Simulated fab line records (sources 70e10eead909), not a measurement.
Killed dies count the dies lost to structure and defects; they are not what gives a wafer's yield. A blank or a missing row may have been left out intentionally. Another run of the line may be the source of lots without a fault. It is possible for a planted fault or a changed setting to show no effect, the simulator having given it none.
Which of the tools did it? + flow nand harc + Sampling: 10 lots, 30 wafers, 7 of 1302 route steps

## WHAT EACH GAUGE READ, for each wafer
NHARC_A_CHANNEL_HOLE_D1_OVL_MEAS_11. Usual: overlay x nm -0.1 nm, standard deviation 0.67; overlay y nm 0.0 nm, standard deviation 0.93.
| lot  | measured     | on         | overlay x nm (nm) | overlay y nm (nm) | flag |
|------|--------------|------------|-------------------|-------------------|------|
| L318 | day 8 08:16  | overlay-01 | -1.0 0.0 -0.6     | 0.4 0.5 0.4       |      |
| L319 | day 9 03:50  | overlay-01 | 0.1 0.7 0.6       | 1.1 0.8 0.6       |      |
| L327 | day 12 07:41 | overlay-01 | -0.4 -0.5 -0.5    | 0.5 0.6 0.6       |      |
| L328 | day 13 00:45 | overlay-02 | 0.5 0.0 -0.1      | -1.2 -0.8 -1.2    |      |
| L330 | day 13 06:32 | overlay-01 | -1.2 -1.4 -0.7    | 0.0 0.6 0.8       |      |
| L336 | day 16 07:08 | overlay-02 | 0.7 0.1 0.2       | 1.3 1.7 1.0       |      |
| L337 | day 16 12:22 | overlay-01 | -0.5 -0.9 -1.3    | -0.3 -0.3 -0.5    |      |
| L338 | day 16 19:56 | overlay-01 | -0.4 -0.5 -0.2    | 0.3 0.6 0.3       |      |
| L340 | day 17 14:53 | overlay-01 | -0.3 -0.7 -0.1    | 0.4 0.4 0.0       |      |
| L341 | day 18 01:41 | overlay-02 | -0.3 0.0 -0.3     | -0.3 -0.1 -0.4    |      |

NHARC_A_CHANNEL_HOLE_D1_INSPECT_12. Usual: raw defect count at 5.6, with a standard deviation of 2.9.
| lot  | measured     | on                | raw defect count | flag |
|------|--------------|-------------------|------------------|------|
| L318 | day 8 08:18  | defect inspect-01 | 5 6 9            |      |
| L319 | day 9 03:52  | defect inspect-02 | 6 7 4            |      |
| L327 | day 12 07:43 | defect inspect-01 | 3 6 3            |      |
| L328 | day 13 00:47 | defect inspect-01 | 3 2 9            |      |
| L330 | day 13 06:34 | defect inspect-02 | 7 6 5            |      |
| L336 | day 16 07:10 | defect inspect-02 | 2 4 4            |      |
| L337 | day 16 12:24 | defect inspect-01 | 5 8 5            |      |
| L338 | day 16 19:58 | defect inspect-02 | 10 13 4          |      |
| L340 | day 17 14:57 | defect inspect-02 | 9 7 3            |      |
| L341 | day 18 01:43 | defect inspect-01 | 6 4 5            |      |

NHARC_A_CHANNEL_HOLE_D1_CD_MEAS_30. Usual: cd nm at 89.8 nm, with a standard deviation of 1.1.
| lot  | measured     | on        | cd nm (nm)     | flag |
|------|--------------|-----------|----------------|------|
| L318 | day 8 15:05  | cd sem-01 | 91.0 89.8 88.8 |      |
| L319 | day 9 13:10  | cd sem-01 | 88.8 89.4 89.5 |      |
| L327 | day 12 20:56 | cd sem-02 | 1.0 -0.1 -0.6  | OFF  |
| L328 | day 13 09:06 | cd sem-02 | 1.2 2.1 -0.3   | OFF  |
| L330 | day 13 13:20 | cd sem-01 | 90.8 90.0 89.5 |      |
| L336 | day 16 14:28 | cd sem-02 | 90.9 90.6 90.7 |      |
| L337 | day 16 19:30 | cd sem-03 | 91.0 90.1 92.3 |      |
| L338 | day 17 03:40 | cd sem-03 | 89.8 90.0 88.3 |      |
| L340 | day 18 04:42 | cd sem-02 | 88.8 87.8 89.3 |      |
| L341 | day 18 13:01 | cd sem-02 | 92.1 91.1 89.9 |      |

NHARC_END_SORT_01. Usual: killed at array 55, standard deviation 20; killed at other 1.2, standard deviation 1.3; killed at periphery 4.0, standard deviation 3; killed dies 60, standard deviation 21; killed open 3.2, standard deviation 1.9; killed short 2.5, standard deviation 1.6.
| lot  | measured     | on        | killed at array | killed at other | killed at periphery | killed dies | killed open | killed short | flag |
|------|--------------|-----------|-----------------|-----------------|---------------------|-------------|-------------|--------------|------|
| L327 | day 29 21:17 | prober-01 | 673 669 675     | 1 6 1           | 3 2 1               | 677 677 677 | 4 7 6       | 3 1 10       | OFF  |
| L328 | day 29 12:41 | prober-02 | 670 672 666     | 2 2 2           | 5 3 9               | 677 677 677 | 5 4 6       | 6 2 6        | OFF  |
| L330 | day 29 12:43 | prober-01 | 68 52 65        | 0 3 1           | 8 6 2               | 76 61 68    | 4 4 2       | 1 1 3        |      |
| L337 | day 32 19:46 | prober-01 | 54 58 64        | 1 0 0           | 0 6 3               | 55 64 67    | 3 2 3       | 2 3 4        |      |

## WHAT TOOL EACH LOT RAN ON (gives the tool, then ch and the chambers of the sampled wafers, and finally the start)
| lot  | NHARC_A_CHANNEL_HOLE_D1_ETCH_34               | NHARC_A_CHANNEL_HOLE_D1_ETCH_21  | NHARC_A_CHANNEL_HOLE_D1_XSEM_31 |
|------|-----------------------------------------------|----------------------------------|---------------------------------|
| L318 | rie diel-08 ch 1,2, day 8 10:11 or earlier    | har etch-01 ch 0,1, day 8 10:11  | xsem-01 ch 0, day 8 15:10       |
| L319 | rie diel-09 ch 1,2,3, day 9 08:05 or earlier  | har etch-01 ch 0,1, day 9 08:05  | xsem-01 ch 0, day 9 13:16       |
| L327 | rie diel-09 ch 0,2,3, day 12 15:49 or earlier | har etch-01 ch 0,1, day 12 15:49 | xsem-02 ch 0, day 12 21:01      |
| L328 | rie diel-09 ch 0,1,2, day 13 04:00 or earlier | har etch-01 ch 0, day 13 04:00   | xsem-01 ch 0, day 13 09:12      |
| L330 | rie diel-13 ch 2,3, day 13 08:14 or earlier   | har etch-01 ch 0,1, day 13 08:14 | xsem-01 ch 0, day 13 13:25      |
| L336 | rie diel-09 ch 0,1, day 16 09:04 or earlier   | har etch-01 ch 0,1, day 16 09:04 | xsem-02 ch 0, day 16 14:34      |
| L337 | rie diel-09 ch 0,1,2, day 16 14:15 or earlier | har etch-01 ch 0, day 16 14:15   | xsem-02 ch 0, day 16 19:35      |
| L338 | rie diel-09 ch 2,3, day 16 22:40 or earlier   | har etch-01 ch 0,1, day 16 22:40 | xsem-02 ch 0, day 17 03:46      |
| L340 | rie diel-09 ch 0,1,3, day 17 18:28 or earlier | har etch-02 ch 0,1, day 17 18:28 | xsem-01 ch 0, day 18 04:47      |
| L341 | rie diel-09 ch 2,3, day 18 08:02 or earlier   | har etch-02 ch 0,1, day 18 08:02 | xsem-01 ch 0, day 18 13:05      |
- NHARC_A_CHANNEL_HOLE_D1_ETCH_34: etches the open film in CF4/CHF3, target depth 154 nm, time 77 s.
- NHARC_A_CHANNEL_HOLE_D1_ETCH_21: etches the open film in C4F8/O2/Ar, time 514.3 s, target depth 1600 nm.
- NHARC_A_CHANNEL_HOLE_D1_XSEM_31

## AS READ BY THE TOOLS THEMSELVES (means over the sampled wafers that have a number; for cases with no such wafer, the mark the record gives instead)
NHARC_A_CHANNEL_HOLE_D1_ETCH_34. Usual: bias w 200.0 W, standard deviation 0.55; cf4 flow sccm 99.99 sccm, standard deviation 0.27; drypump motor current A 5.6 A, standard deviation 0.38; mfc ar sccm 0.009 sccm, standard deviation 0.0074; oes product au 0.959 a.u., standard deviation 0.023; rf vpp V 369.2 V, standard deviation 1.8; showerhead plenum p Torr 1.54 Torr, standard deviation 0.047; throttle valve pct 16.803 %, standard deviation 0.0095.
| lot  | tool        | bias w (W) | cf4 flow sccm (sccm) | drypump motor current A (A) | mfc ar sccm (sccm) | oes product au (a.u.) | rf vpp V (V) | showerhead plenum p Torr (Torr) | throttle valve pct (%) | flag |
|------|-------------|------------|----------------------|-----------------------------|--------------------|-----------------------|--------------|---------------------------------|------------------------|------|
| L318 | rie diel-08 | 199.9      | 100.00               | 5.7                         | 0.014              | 0.964                 | 371.0        | 1.58                            | 16.797                 |      |
| L319 | rie diel-09 | 200.4      | 99.81                | 5.3                         | 0.008              | 0.979                 | 369.3        | 1.54                            | 16.806                 |      |
| L327 | rie diel-09 | 200.2      | 99.93                | 5.6                         | 0.013              | 0.933                 | 368.9        | 1.52                            | 16.815                 |      |
| L328 | rie diel-09 | 199.9      | 100.03               | 5.4                         | 0.011              | 0.929                 | 369.2        | 1.54                            | 16.806                 |      |
| L330 | rie diel-13 | 198.8      | 100.04               | 6.4                         | 0.000              | 0.983                 | 369.0        | 1.52                            | 16.789                 |      |
| L336 | rie diel-09 | 199.5      | 99.88                | 5.7                         | 0.011              | 0.971                 | 368.9        | 1.51                            | 16.803                 |      |
| L337 | rie diel-09 | 200.6      | 99.88                | 5.4                         | 0.011              | 0.974                 | 369.2        | 1.54                            | 16.805                 |      |
| L338 | rie diel-09 | 199.9      | 100.19               | 5.5                         | 0.010              | 0.962                 | 369.5        | 1.51                            | 16.798                 |      |
| L340 | rie diel-09 | 200.1      | 100.26               | 5.6                         | 0.008              | 0.970                 | 368.0        | 1.51                            | 16.810                 |      |
| L341 | rie diel-09 | 199.7      | 100.26               | 5.3                         | 0.014              | 0.927                 | 369.8        | 1.54                            | 16.799                 |      |

NHARC_A_CHANNEL_HOLE_D1_ETCH_21. Usual: c4f8 flow sccm 89.30 sccm, standard deviation 0.25; chamber pressure mTorr 19.998 mTorr, standard deviation 0.018; drypump motor current A 6.1 A, standard deviation 0.45; mfc ar sccm 375.1 sccm, standard deviation 1.1; oes air line au 1.001 a.u., standard deviation 0.023; showerhead plenum p Torr 3.65 Torr, standard deviation 0.11; temp c -20.02 C, standard deviation 0.11; throttle valve pct 32.155 %, standard deviation 0.0089.
| lot  | tool        | c4f8 flow sccm (sccm) | chamber pressure mTorr (mTorr) | drypump motor current A (A) | mfc ar sccm (sccm) | oes air line au (a.u.) | showerhead plenum p Torr (Torr) | temp c (C) | throttle valve pct (%) | flag |
|------|-------------|-----------------------|--------------------------------|-----------------------------|--------------------|------------------------|---------------------------------|------------|------------------------|------|
| L318 | har etch-01 | 89.49                 | 19.988                         | 6.5                         | 374.3              | 1.002                  | 3.66                            | -19.99     | 32.152                 |      |
| L319 | har etch-01 | 89.22                 | 19.999                         | 6.5                         | 376.3              | 1.014                  | 3.65                            | -20.03     | 32.159                 |      |
| L327 | har etch-01 | -                     | -                              | -                           | -                  | -                      | -                               | -          | -                      | OFF  |
| L328 | har etch-01 | -                     | -                              | -                           | -                  | -                      | -                               | -          | -                      | OFF  |
| L330 | har etch-01 | 89.45                 | 20.010                         | 6.6                         | 375.2              | 0.994                  | 3.62                            | -19.95     | 32.162                 |      |
| L336 | har etch-01 | 89.28                 | 19.997                         | 6.5                         | 375.0              | 0.994                  | 3.60                            | -19.90     | 32.161                 |      |
| L337 | har etch-01 | 89.34                 | 20.013                         | 6.5                         | 373.8              | 0.996                  | 3.45                            | -19.99     | 32.154                 |      |
| L338 | har etch-01 | 89.00                 | 20.004                         | 6.6                         | 376.5              | 1.018                  | 3.59                            | -19.95     | 32.148                 |      |
| L340 | har etch-02 | 89.33                 | 20.004                         | 5.6                         | 375.1              | 1.006                  | 3.70                            | -19.92     | 32.159                 |      |
| L341 | har etch-02 | 89.10                 | 19.995                         | 5.6                         | 375.1              | 0.996                  | 3.70                            | -20.13     | 32.152                 |      |

NHARC_A_CHANNEL_HOLE_D1_XSEM_31. Usual: bot cd nm 74.3 nm, standard deviation 1.2; bow nm 8.7 nm, standard deviation 0.32; tilt deg 0.07 degrees, standard deviation 0.038.
| lot  | tool    | bot cd nm (nm) | bow nm (nm) | tilt deg (degrees) | flag |
|------|---------|----------------|-------------|--------------------|------|
| L318 | xsem-01 | 74.9           | 9.0         | 0.11               |      |
| L319 | xsem-01 | 73.6           | 8.6         | 0.11               |      |
| L327 | xsem-02 | 0.5            | 0.0         | 0.01               | OFF  |
| L328 | xsem-01 | 1.4            | 0.4         | 0.13               | OFF  |
| L330 | xsem-01 | 74.8           | 9.3         | 0.14               |      |
| L336 | xsem-02 | 75.9           | 9.2         | 0.04               |      |
| L337 | xsem-02 | 75.0           | 9.3         | 0.13               |      |
| L338 | xsem-02 | 73.2           | 8.8         | 0.06               |      |
| L340 | xsem-01 | 72.4           | 8.8         | 0.11               |      |
| L341 | xsem-01 | 75.3           | 8.9         | 0.06               |      |

## THE ANSWER, worked out from the rows above alone
Rule: a lot counts as off when the mean over its wafers that have a number is more than 3 standard deviations away from the usual mean. A lot without any number at a reading at which 4 lots or more have one is off too. Where the step has rows for the other lots, those lots are counted as sound. After the gauges, taken in route order, come the tools' own readings; for these a lot's mean is taken, as printed above. At the first step where some lot is off, the reading lying furthest off is the one used; lots without a number count as furthest.
Off at NHARC_A_CHANNEL_HOLE_D1_CD_MEAS_30 (cd nm): L327, L328.
If a tool, at a process step before that reading, ran all the lots that are off and no sound lot after the first of them, it fits. Not tried: the gauges at NHARC_A_CHANNEL_HOLE_D1_CD_MEAS_30; whatever is off there is also off at NHARC_END_SORT_01, on other tools, and gauge error can't account for it. NHARC_A_CHANNEL_HOLE_D1_ETCH_34: start missing for some lots; hours and lot order therefore follow NHARC_A_CHANNEL_HOLE_D1_ETCH_21. No candidate that was tried fits.

## WHAT THE SIMULATOR HAD INSERTED
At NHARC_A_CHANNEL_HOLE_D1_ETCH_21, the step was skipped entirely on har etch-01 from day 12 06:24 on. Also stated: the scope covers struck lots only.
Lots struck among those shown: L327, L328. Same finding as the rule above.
